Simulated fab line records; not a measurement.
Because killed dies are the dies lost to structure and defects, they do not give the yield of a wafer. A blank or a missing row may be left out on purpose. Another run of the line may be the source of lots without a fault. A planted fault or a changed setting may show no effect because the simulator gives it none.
Problem report, 8D (eight disciplines) form, completed by code	flow n5Finfet	the parts of the form that need people (team, actions taken, sign-off) are left out

## 1. THE ISSUE
Mean of runLengthS at N5_BEOL_M2_COAT_76: 60.55 s across 2 wafers in 2 lots; on wafers with no fault it is 66.18 s (standard deviation 0.13). That puts it -43 standard deviations away from the usual mean.
The step: time 60 s, resist thk 5 nm.
First seen on wafer L719.2, day 9 04:16, on lithoTrack-04. At this step, 30 wafers from 10 lots have a number in the record. By rule, "out" or "out of limits" means more than 4 standard deviations away from the usual mean. The rest of the wafers with a number are treated as sound.

## 2. WHAT IT IS, AND WHAT IT ISN'T
question	is	is not
which readings at this step	runLengthS, heaterPowerTotalW	resistLineTempC
which lots	L719, L720	L709, L710, L721, L722, L728, L729, L730, L732
which wafers of those lots	L719.2, L720.4	L719.3, L719.5, L720.3, L720.5
read on which tools	lithoTrack-04	lithoTrack-02, lithoTrack-05
when	from day 9 04:16	up to then (8 sound wafers); but 20 sound wafers of L720, L721, L722, L728, L729, L730, L732 came after

## 3. SUSPECTS, AND WHAT RULES EACH OUT
Counting: if a tool at a process step up to the reading ran every lot that is out, it stays a suspect. Sound lots after the first of them don't rule it out here, since some wafers of a struck lot are sound.
- lithoTrack-04 at N5_BEOL_M2_COAT_76 (time 60 s, resist thk 5 nm): kept. It ran every lot that is out, first L719 (day 9 04:16). Its own heaterPowerTotalW, runLengthS readings are out on those wafers.
The count leaves lithoTrack-04 at N5_BEOL_M2_COAT_76.

## 4. THE CAUSE (what the simulator had put in)
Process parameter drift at N5_BEOL_M2_COAT_76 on lithoTrack-04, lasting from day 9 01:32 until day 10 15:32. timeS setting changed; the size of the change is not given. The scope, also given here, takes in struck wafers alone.
Only this tool survived the counting.

## 5. SEQUENCE OF EFFECTS, ordered by route
Each row: a reading where the mean over the struck wafers with a number is more than 3 standard deviations away from the usual. Only readings for which the record gives a usual standard deviation are gone through. hours: the time from each lot's start at the first step in this table that gives one to its start at this step, as a median over the lots. sigmas: the change in usual standard deviations.
hours	step	reading	usual	on struck wafers	change	sigmas
0	N5_BEOL_M2_COAT_76	heaterPowerTotalW	391.8 W	415.6	+23.8	+20
0	N5_BEOL_M2_COAT_76	runLengthS	66.18 s	60.55	-5.63	-43
Process steps it contains:
- N5_BEOL_M2_COAT_76: time 60 s, resist thk 5 nm.
Later measuring or inspecting steps at which every struck wafer that the step has a row for has a number for every such reading, and none has moved that far: N5_BEOL_M4_RC_MEAS_101.

## 6. WHAT WOULD HAVE CAUGHT IT SOONER
3 hours passed between the start of the fault at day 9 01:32 and the first reading out of limits in this record, taken at day 9 04:16.
